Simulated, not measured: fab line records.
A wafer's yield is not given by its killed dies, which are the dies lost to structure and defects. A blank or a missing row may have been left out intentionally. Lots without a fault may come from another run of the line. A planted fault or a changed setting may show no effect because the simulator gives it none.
One fault through the eyes of 2 desks | flow n5Finfet | what lay behind the numbers comes last; until then each desk has only its own

## AT THE TOOL OWNER'S DESK: rieDiel-05
The tool's own readings at N5_HKMG_FIN_STRIP_90 (strips SOC in N2/H2, time 20 s): means of the sampled wafers that have a number, for each lot that ran on this tool. A lot is out of limits, marked OUT, if its mean lies more than 4 standard deviations from the usual mean; the brackets give that distance.
Columns: A = drypumpMotorCurrentA at N5_HKMG_FIN_STRIP_90, usual 5.7 A; B = oesProductAu at N5_HKMG_FIN_STRIP_90, usual 0.75 a.u.; C = powerW at N5_HKMG_FIN_STRIP_90, usual 500.0 W; D = rfVppV at N5_HKMG_FIN_STRIP_90, usual 54.1 V; E = showerheadPlenumPTorr at N5_HKMG_FIN_STRIP_90, usual 3.31 Torr; F = throttleValvePct at N5_HKMG_FIN_STRIP_90, usual 19.01 %
lot  | first seen here | A   | B    | C               | D    | E    | F
L884 | day 5 05:42     | 5.6 | 0.73 | 498.7           | 53.9 | 3.30 | 19.16
L886 | day 5 19:55     | 5.1 | 0.71 | 499.5           | 54.9 | 3.30 | 18.97
L895 | day 8 11:14     | 5.5 | 0.78 | 583.4 (+56) OUT | 54.4 | 3.27 | 19.20
L898 | day 8 18:23     | 5.3 | 0.77 | 585.4 (+57) OUT | 54.3 | 3.28 | 19.12
This desk finds L895, L898 out of limits, L895 being first, at day 8 11:14 (powerW at N5_HKMG_FIN_STRIP_90). In limits: L884, L886.

## THE METROLOGY DESK
Lot by lot, what the gauges showed, no matter which tool ran the lot: averages of those sampled wafers that carry a number. A lot is out of limits, marked OUT, if its mean lies more than 4 standard deviations from the usual mean; the brackets give that distance. Of its 10 readings 7 are shown: those that lie furthest out on some lot.
Columns: A = DIBL_N at N5_BEOL_M4_RC_MEAS_101, usual 36.5 mV/V; B = DIBL_P at N5_BEOL_M4_RC_MEAS_101, usual 36.5 mV/V; C = IOFF_P at N5_BEOL_M4_RC_MEAS_101, usual 0.219 nA/um; D = ION_N at N5_BEOL_M4_RC_MEAS_101, usual 675 uA/um; E = ION_P at N5_BEOL_M4_RC_MEAS_101, usual 464 uA/um; F = SS_N at N5_BEOL_M4_RC_MEAS_101, usual 71.5 mV/dec; G = VT_P at N5_BEOL_M4_RC_MEAS_101, usual -250 mV
lot  | first seen here | A    | B    | C     | D   | E   | F    | G
L880 | day 7 20:59     | 36.9 | 36.6 | 0.203 | 667 | 462 | 71.5 | -249
L883 | day 9 04:06     | 35.4 | 36.9 | 0.200 | 668 | 460 | 71.3 | -253
L886 | day 9 16:14     | 34.3 | 34.3 | 0.179 | 676 | 463 | 71.6 | -251
L884 | day 9 19:38     | 37.6 | 38.2 | 0.226 | 687 | 463 | 72.2 | -250
L888 | day 9 22:42     | 35.1 | 34.3 | 0.223 | 671 | 468 | 71.5 | -247
L895 | day 12 15:24    | 38.5 | 36.8 | 0.215 | 674 | 456 | 71.8 | -252
L898 | day 12 19:00    | 38.5 | 39.4 | 0.239 | 684 | 466 | 71.7 | -248
L901 | day 13 10:22    | 35.5 | 36.7 | 0.191 | 675 | 463 | 71.4 | -254
L902 | day 13 22:22    | 34.7 | 36.4 | 0.210 | 677 | 468 | 71.5 | -249
Finding of this desk: none of the 9 lots has anything out of limits.

## ALL TOGETHER
At day 8 11:14, on L895, L898, the tool owner's desk was in a position to raise an alarm.
Metrology desk: nothing out of limits seen.
The metrology desk holds a record of L895, L898, inside its limits.
All the named lots went through N5_HKMG_FIN_STRIP_90 on rieDiel-05.

## WHAT HAD BEEN PUT IN BY THE SIMULATOR
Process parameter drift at N5_HKMG_FIN_STRIP_90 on rieDiel-05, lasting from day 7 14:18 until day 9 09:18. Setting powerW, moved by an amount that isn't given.
Shown lots that were struck: L895, L898.
Time in hours from fault onset to the first out-of-limits reading at each desk: the tool owner's desk, 21.
